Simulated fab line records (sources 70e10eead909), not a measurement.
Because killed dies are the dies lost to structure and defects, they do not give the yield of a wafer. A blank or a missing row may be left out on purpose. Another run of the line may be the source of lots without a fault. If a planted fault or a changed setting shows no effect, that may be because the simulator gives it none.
A single fault, viewed from 2 desks | flow nand-harc | each desk has only its own numbers; what lay behind them comes last

DESK OF THE TOOL OWNER: rie-metal-03
The tool's own readings at NHARC_A_WL_FILL_ETCHBACK_05 (etches the open film in Cl2/BCl3, target depth 22 nm, time 60 s): means of the sampled wafers that have a number, for each lot that ran on this tool. Marked OUT: a lot whose mean sits more than 4 standard deviations from the usual mean, which makes it out of limits; the brackets give that distance.
Columns: A = chamber-pressure-mTorr at NHARC_A_WL_FILL_ETCHBACK_05, usual 9.999 mTorr; B = drypump-motor-current-A at NHARC_A_WL_FILL_ETCHBACK_05, usual 5.96 A; C = oes-product-au at NHARC_A_WL_FILL_ETCHBACK_05, usual 1.005 a.u.; D = run-length-s at NHARC_A_WL_FILL_ETCHBACK_05, usual 81.3 s
lot  | first seen here | A      | B    | C     | D
L578 | day 22 02:19    | 10.000 | 6.08 | 1.009 | 81.0
L584 | day 24 08:59    | 9.994  | 6.05 | 1.019 | 80.8
L585 | day 24 20:37    | 10.004 | 6.08 | 1.013 | 80.9
L586 | day 25 14:04    | 9.993  | 6.08 | 1.016 | 85.0 (+8.5) OUT
This desk finds L586 out of limits, L586 being first, at day 25 14:04 (run-length-s at NHARC_A_WL_FILL_ETCHBACK_05). In limits: L578, L584, L585.

THE METROLOGY DESK
Means of the sampled wafers that have a number, per lot and without regard to the tool the lot ran on: this is what the gauges read. Marked OUT: a lot whose mean sits more than 4 standard deviations from the usual mean, which makes it out of limits; the brackets give that distance.
Columns: A = thk-nm at NHARC_A_SGD_CUT_THK_MEAS_22, usual 148.6 nm; B = overlay-x-nm at NHARC_A_SLIT_OVL_MEAS_10, usual -0.2 nm; C = overlay-y-nm at NHARC_A_SLIT_OVL_MEAS_10, usual -0.1 nm; D = cd-nm at NHARC_A_SLIT_CD_MEAS_21, usual 289.9 nm
lot  | first seen here | A     | B    | C    | D
L575 | day 19 22:49    | 148.7 | -0.2 | -0.4 | 289.6
L574 | day 20 01:54    | 149.4 | -0.4 | -0.4 | 290.3
L576 | day 20 07:55    | 148.5 | -1.0 | 0.1  | 290.1
L577 | day 20 17:29    | 149.2 | 0.7  | -0.5 | 288.9
L579 | day 20 17:29    | 149.7 | -2.0 | -0.8 | 289.3
L578 | day 21 06:02    | 148.0 | -0.8 | -1.1 | 289.1
L582 | day 22 19:07    | 150.2 | 0.3  | -0.4 | 289.6
L584 | day 23 12:38    | 147.4 | 0.3  | 0.2  | 290.1
L585 | day 24 00:19    | 149.9 | -0.3 | 0.3  | 290.2
L586 | day 24 14:04    | 149.0 | -1.0 | -0.3 | 288.9
L593 | day 27 15:56    | 150.5 | 1.6  | 0.6  | 289.8
L594 | day 27 19:02    | 146.6 | -0.6 | -0.9 | 289.6
L597 | day 28 14:11    | 149.5 | -0.8 | 0.8  | 289.1
This desk found nothing out of limits on any of the 13 lots.

PUT TOGETHER
On L586, at day 25 14:04, an alarm was possible from the tool owner's desk.
At the metrology desk, nothing out of limits was observed.
The metrology desk holds a record of L586, inside its limits.
All the named lots went through NHARC_A_WL_FILL_ETCHBACK_05 on rie-metal-03.

WHAT WAS PUT IN BY THE SIMULATOR
rie-metal-03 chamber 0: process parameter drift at NHARC_A_WL_FILL_ETCHBACK_05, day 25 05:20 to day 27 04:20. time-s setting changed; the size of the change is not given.
Lots struck among those shown: L586.
Each desk's first reading out of limits, in hours after the fault started: the tool owner's desk, 9.
